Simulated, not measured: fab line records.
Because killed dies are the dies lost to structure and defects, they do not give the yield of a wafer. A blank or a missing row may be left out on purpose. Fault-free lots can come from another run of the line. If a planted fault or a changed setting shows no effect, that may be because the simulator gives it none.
A lot that was struck, set against a sound lot    flow nand-harc    15 out of 1159 route steps
Sound: the wafers L863.2, L863.5, L863.6. Wafers L873.1, L873.5, L873.6 were the ones struck. Last of all comes the cause.
For every step that has rows: the tool of each side, followed by ch and its chambers, followed by its first start. Under that, the readings that differ: sound wafers    struck wafers    difference of the means    sigmas: that difference in standard deviations of wafers without a fault.
alike: words and numbers the same on both sides, and readings whose means are apart by under 2 such deviations; not compared: readings that were withheld, readings missing a value for some wafer, numbers with overlapping values and no deviation given by the record, and bounds like >300 which may hide the same value.
Wherever a step has rows on one side only, a row that says differs or no value, or a row with sigmas, the two part there. Non-overlapping numbers with no deviation appear without sigmas and do not part them. Lack of a reading on every wafer of one side parts them only where that side has two or more wafers.

first, 3 steps without rows for these wafers: NHARC_A_CONTACT_EXPOSE_66 (exposes mask A CC 2); NHARC_A_CONTACT_PEB_67 (peb time 65 s); NHARC_A_CONTACT_DEVELOP_68 (develop time 35 s).
NHARC_A_CONTACT_CD_MEAS_69: the cd target is 200 nm.
  sound on cd-sem-03 ch 0, day 17 04:47; struck on cd-sem-01 ch 0, day 19 12:02
  alike: cd-nm
NHARC_A_CONTACT_OVL_MEAS_70:
  sound: overlay-01 at day 17 04:52; struck: overlay-01 at day 19 12:07
  alike: overlay-x-nm, overlay-y-nm
NHARC_A_CONTACT_INSPECT_71:
  sound: defect-inspect-02 at day 17 04:54; struck: defect-inspect-01 at day 19 12:09
  alike: raw-defect-count
NHARC_A_CONTACT_DESCUM_74: chemistry O2, time 3 s.
  sound on rie-diel-07 ch 0,1,2, day 17 04:59; struck on rie-diel-07 ch 0,2,3, day 19 12:14
  alike: drypump-motor-current-A, oes-product-au, rf-vpp-V, showerhead-plenum-p-Torr, throttle-valve-pct
  not compared: rf-hours-counter-h
NHARC_A_CONTACT_ETCH_75: etches the open film in CF4, target depth 39 nm, time 65 s.
  sound on rie-diel-07 ch 0,3, day 17 05:03; struck on rie-diel-07 ch 1,2,3, day 19 12:19
reading                      sound        struck       difference  sigmas
drypump-motor-current-A (A)  5.3 5.4 5.3  5.4 6.8 6.4  +0.9        +2
  alike: bias-w, cf4-flow-sccm, oes-product-au, rf-vpp-V, showerhead-plenum-p-Torr, throttle-valve-pct
  not compared: rf-hours-counter-h
NHARC_A_CONTACT_ETCH_76: etches the open film in N2/H2, target depth 260 nm, time 475.3 s.
  sound on rie-diel-07 ch 1,2,3; struck on rie-diel-07 ch 0,2,3
  alike: bias-w, chamber-pressure-mTorr, drypump-motor-current-A, oes-product-au, rf-vpp-V, showerhead-plenum-p-Torr, throttle-valve-pct
  not compared: rf-hours-counter-h
then, 1 step without rows for these wafers: NHARC_A_CONTACT_ETCH_77 (etches the open film in CF4/CHF3, target depth 72.6 nm, time 36.3 s).
NHARC_A_CONTACT_ETCH_78: etches the open film in O2/COS, target depth 2800 nm, time 728 s.
  sound on rie-diel-07 ch 0,2,3; struck on rie-diel-07 ch 1,2,3
  alike: bias-w, chamber-pressure-mTorr, cos-flow-sccm, drypump-motor-current-A, oes-product-au, rf-vpp-V, showerhead-plenum-p-Torr, throttle-valve-pct
  not compared: rf-hours-counter-h
NHARC_A_CONTACT_ETCH_124: etches the open film in C4F8/O2/Ar, time 140 s, target depth 700 nm.
  sound on har-cap-etch-02 ch 0,1, day 17 06:09; struck on har-cap-etch-02 ch 0,1, day 19 13:20
  alike: chamber-pressure-mTorr, oes-air-line-au
  not compared: rf-hours-counter-h
NHARC_A_CONTACT_ETCH_125: etches the open film in C4F8/O2/Ar, time 155 s, target depth 956 nm.
  sound on har-cap-etch-02 ch 0,1, day 17 06:20; struck on har-cap-etch-02 ch 0,1, day 19 13:32
  no value came back on the struck wafers for chamber-pressure-mTorr (mTorr), oes-air-line-au (a.u.); on the sound wafers chamber-pressure-mTorr (mTorr) reads 20.003 20.022 20.019
  not compared: rf-hours-counter-h
then, 1 step without rows for these wafers: NHARC_A_CONTACT_ETCH_126 (etches the open film in C4F8/O2/Ar, time 155 s, target depth 956 nm).
-- the record jumps here: 2 days lie between the struck wafers' starts before and after (it left off in module A_CONTACT and takes up again in module END, whose first step shown is number 1159 of the route) --
NHARC_END_SORT_01:
  here the record holds rows for the struck wafers (prober-01 ch 0, day 21 21:56) but none for the sound ones

## WHERE THEY PART
Earliest at NHARC_A_CONTACT_ETCH_75; latest, in this record, at NHARC_END_SORT_01.

WHY: what had been put in by the simulator
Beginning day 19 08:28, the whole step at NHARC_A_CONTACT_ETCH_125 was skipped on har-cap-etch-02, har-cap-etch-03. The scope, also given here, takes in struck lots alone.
